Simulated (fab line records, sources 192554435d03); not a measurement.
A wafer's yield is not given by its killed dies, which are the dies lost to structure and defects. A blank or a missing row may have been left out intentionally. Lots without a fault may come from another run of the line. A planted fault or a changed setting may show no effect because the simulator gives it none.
Matching of chambers    flow n5_finfet    N5_SD_EPI_P_ETCH_47 on rie_diel-03 has 4 sister chambers
The step etches SiOCN in CH3F/O2, target depth 25 nm. 17 wafers are shown with their chamber, then 8 later ones without.

WAFERS, EACH WITH ITS CHAMBER
wafer   chamber  showerhead_plenum_p_Torr (Torr)  drypump_motor_current_A (A)  throttle_valve_pct (%)
L171.4  3        2.12                             5.1                          16.24
L171.5  2        1.93                             6.2                          15.99
L171.6  0        2.00                             5.4                          16.06
L174.1  2        1.93                             6.1                          16.00
L174.3  0        2.00                             5.4                          16.08
L174.5  2        1.93                             6.1                          16.00
L176.1  2        1.93                             6.1                          16.01
L176.2  3        2.12                             5.1                          16.25
L176.6  2        1.93                             6.1                          16.01
L177.1  2        1.93                             6.1                          15.99
L177.3  0        1.99                             5.5                          16.08
L177.6  3        2.12                             5.1                          16.24
L179.2  0        1.99                             5.5                          16.08
L179.5  1        1.97                             5.4                          16.05
L180.1  1        1.97                             5.4                          16.04
L180.5  1        1.97                             5.4                          16.03
L182.1  2        1.92                             6.1                          16.04

SIGNATURES, as means of the wafers listed above
reading                   chamber 0  chamber 1  chamber 2  chamber 3  scatter within a chamber
showerhead_plenum_p_Torr  1.9950     1.9700     1.9286     2.1200     0.00378
drypump_motor_current_A   5.450      5.400      6.114      5.100      0.0378
throttle_valve_pct        16.0750    16.0400    16.0057    16.2433    0.0134
Rule: a wafer lies at a distance from a chamber equal to the root of the sum of squares, over the readings, of (its reading less the chamber's mean, divided by the reading's scatter). The wafer belongs to the nearest chamber; if the next one is less than 2 further off, it can't be placed. How the scatter is found: for the shown wafers, subtract from each reading the mean of its chamber, square and add these, divide the total by (wafers less chambers), then take the root.

WAFERS WITHOUT THEIR CHAMBER
wafer   showerhead_plenum_p_Torr (Torr)  drypump_motor_current_A (A)  throttle_valve_pct (%)
L182.2  2.12                             5.1                          16.28
L182.6  1.99                             5.5                          16.10
L192.2  1.96                             5.4                          16.08
L192.3  2.11                             5.1                          16.30
L192.5  1.96                             5.4                          16.08
L194.1  1.92                             6.1                          16.05
L194.2  1.96                             5.4                          16.08
L194.3  2.11                             5.1                          16.30

EACH ONE'S CHAMBER
wafer   from the rows above  in truth
L182.2  3                    3
L182.6  0                    0
L192.2  1                    1
L192.3  3                    3
L192.5  1                    1
L194.1  2                    2
L194.2  1                    1
L194.3  3                    3
Placed correctly: 8 of 8. From these rows, 0 cannot be placed. Wrongly placed: 0.
